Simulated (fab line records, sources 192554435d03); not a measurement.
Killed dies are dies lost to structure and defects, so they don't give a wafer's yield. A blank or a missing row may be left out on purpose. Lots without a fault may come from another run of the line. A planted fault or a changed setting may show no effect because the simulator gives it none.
Problem report in the 8D (eight disciplines) form, filled by code | flow n5_finfet | the parts of the form that need people (team, actions taken, sign-off) are left out

1. THE PROBLEM
killed_at_front_end at N5_PASSIVATION_PROBE_49 reads a mean of 164 on 1 wafer of 1 lot; wafers without a fault read 41 with a standard deviation of 11. That is +11 standard deviations from the usual mean.
First seen on wafer L744.2, day 16 12:03, on prober-02. The record holds 3 wafers of 1 lot with a number at this step. Rule for "out", or "out of limits": more than 4 standard deviations from the usual mean. The other wafers with a number count as sound.

2. WHAT IT IS AND WHAT IT IS NOT
question                    | is                                                                                                       | is not
which readings at this step | killed_at_front_end, defect_limited_yield, killed_dies, sort_bin_5_function, sort_n_pass, sort_yield_pct | killed_at_M0_to_M3, killed_at_M4_up, killed_at_contacts, killed_at_other, killed_open, killed_short, sort_bin_4_leakage
which lots                  | L744                                                                                                     | -
which wafers of those lots  | L744.2                                                                                                   | L744.4, L744.5
read on which tools         | prober-02                                                                                                | -
when                        | from day 16 12:03                                                                                        | up to then (0 sound wafers); but 2 sound wafers of L744 came after

3. SUSPECTS, AND WHAT RULES EACH OUT
Counting: a tool at a process step up to the reading stays a suspect if it ran every lot that is out. Sound lots after the first of them don't rule it out here, since some wafers of a struck lot are sound.
- wet_bench-02 at N5_DUMMY_GATE_PRECLEAN_46 (cleans in DIW, time 89.5 s): kept. It ran the lot that is out, L744 (day 5 07:55).
- rie_diel-01 at N5_MIM_BOT_ETCH_ETCH_04 (etches SiNx in CF4/O2, target depth 26 nm, time 13 s): kept. It ran the lot that is out, L744 (day 16 03:54).
- pvd_sputter-01 at N5_PASSIVATION_AL_DEP_21 (deposits Al, target thk 2800 nm, time 170 s): kept. It ran the lot that is out, L744 (day 16 06:32).
- prober-02 at N5_PASSIVATION_PROBE_49: kept. It ran the lot that is out, L744 (day 16 12:03). Its own readings are out on those wafers: defect_limited_yield, killed_at_front_end, killed_dies, sort_bin_5_function, sort_n_pass, sort_yield_pct.
- Within wet_bench-02 at N5_DUMMY_GATE_PRECLEAN_46: the wafers that are out ran in chamber 3; their sound lot-mates ran in chambers 0, 1.
- Within rie_diel-01 at N5_MIM_BOT_ETCH_ETCH_04: the wafers that are out ran in chamber 0; their sound lot-mates ran in chamber 1.
Left after counting: wet_bench-02 at N5_DUMMY_GATE_PRECLEAN_46, rie_diel-01 at N5_MIM_BOT_ETCH_ETCH_04, pvd_sputter-01 at N5_PASSIVATION_AL_DEP_21, prober-02 at N5_PASSIVATION_PROBE_49.

4. THE CAUSE (what the simulator had put in)
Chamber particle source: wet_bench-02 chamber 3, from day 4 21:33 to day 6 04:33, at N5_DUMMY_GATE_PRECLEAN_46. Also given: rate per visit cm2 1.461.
Counting left 4 suspects, and this tool is among them.

5. THE CHAIN OF EFFECTS, in route order
Each row: a reading whose mean over the struck wafers that have a number lies more than 3 standard deviations from the usual. Only readings for which the record gives a usual standard deviation are gone through. hours: the time from each lot's start at the first step in this table that gives one to its start at this step, as a median over the lots. sigmas: the change in usual standard deviations.
hours | step                    | reading              | usual  | on struck wafers | change | sigmas
0     | N5_PASSIVATION_PROBE_49 | defect_limited_yield | 91.0 % | 80.3             | -10.7  | -7.6
0     | N5_PASSIVATION_PROBE_49 | killed_at_front_end  | 41     | 164              | +123   | +11
0     | N5_PASSIVATION_PROBE_49 | killed_dies          | 106    | 232              | +126   | +7.9
0     | N5_PASSIVATION_PROBE_49 | killed_on_rim        | 13     | 28               | +15    | +3.8
0     | N5_PASSIVATION_PROBE_49 | sort_bin_5_function  | 5.3 %  | 10.8             | +5.5   | +6.2
0     | N5_PASSIVATION_PROBE_49 | sort_n_pass          | 1070   | 945              | -125   | -4.5
0     | N5_PASSIVATION_PROBE_49 | sort_yield_pct       | 90.7 % | 80.1             | -10.6  | -4.4
The process steps in it:
- N5_PASSIVATION_PROBE_49

6. WHAT WOULD HAVE CAUGHT IT SOONER
In this record the first reading out of limits was taken at day 16 12:03, 278 hours after the fault began at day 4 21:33.
Of the tool readings at N5_DUMMY_GATE_PRECLEAN_46 for which the record gives a usual standard deviation, none was out on any struck wafer, so an alarm limit of 4 standard deviations on them would not have fired.
All the lots that are out (1) had begun N5_DUMMY_GATE_PRECLEAN_46 on wet_bench-02 by day 16 12:03. A hold on the tool at that time would have spared none of them.
